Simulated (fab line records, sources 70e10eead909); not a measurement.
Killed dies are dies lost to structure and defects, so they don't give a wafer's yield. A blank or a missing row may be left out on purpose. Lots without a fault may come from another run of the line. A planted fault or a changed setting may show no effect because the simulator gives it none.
Which tool did it? | flow nand_harc | 12 lots, 36 wafers sampled, at 1 step of a route of 1159

WHAT THE GAUGES READ, wafer by wafer
NHARC_A_SLIT_OVL_MEAS_10.
lot  | measured     | on         | overlay_x_nm (nm)
L075 | day 14 15:10 | overlay-01 | -0.5 -0.6 -0.5
L077 | day 15 00:25 | overlay-02 | 1.2 0.7 0.8
L076 | day 15 13:41 | overlay-02 | 0.3 0.3 -0.5
L084 | day 16 07:26 | overlay-01 | 0.8 1.0 1.0
L083 | day 16 11:11 | overlay-01 | -1.8 -1.7 -1.3
L088 | day 17 12:19 | overlay-02 | 0.2 -0.3 0.5
L086 | day 18 01:28 | overlay-01 | 0.1 0.0 0.4
L090 | day 18 09:52 | overlay-01 | -0.3 -0.6 -0.9
L091 | day 18 12:08 | overlay-02 | -1.8 -1.4 -1.2
L095 | day 19 07:47 | overlay-02 | -0.1 0.7 -0.1
L096 | day 19 08:40 | overlay-02 | -1.0 -0.6 -0.7
L097 | day 20 05:05 | overlay-02 | -0.1 -0.1 0.1

WHICH TOOL RAN EACH LOT (tool, then ch and the chambers of the sampled wafers, then the start)
The record holds no process step before these readings.

THE ANSWER, worked out from the rows above alone
Rule: what is usual is taken from the lots themselves. Put in order of their means at a reading, lots are off if they are a third of the lots or fewer, leave a main group of 4 or more, and stand apart from it by a gap of 3 or more times the standard deviation of the main group's means; of several such gaps the widest counts. A main group whose means are all the same, to the digits that the tables above print for the reading, isn't used. A lot without any number at a reading at which 4 lots or more have one is off too. The other lots that the step has rows for count as sound.
No lot is off at any reading shown: from this, nothing can be told.

WHAT THE SIMULATOR HAD PUT IN
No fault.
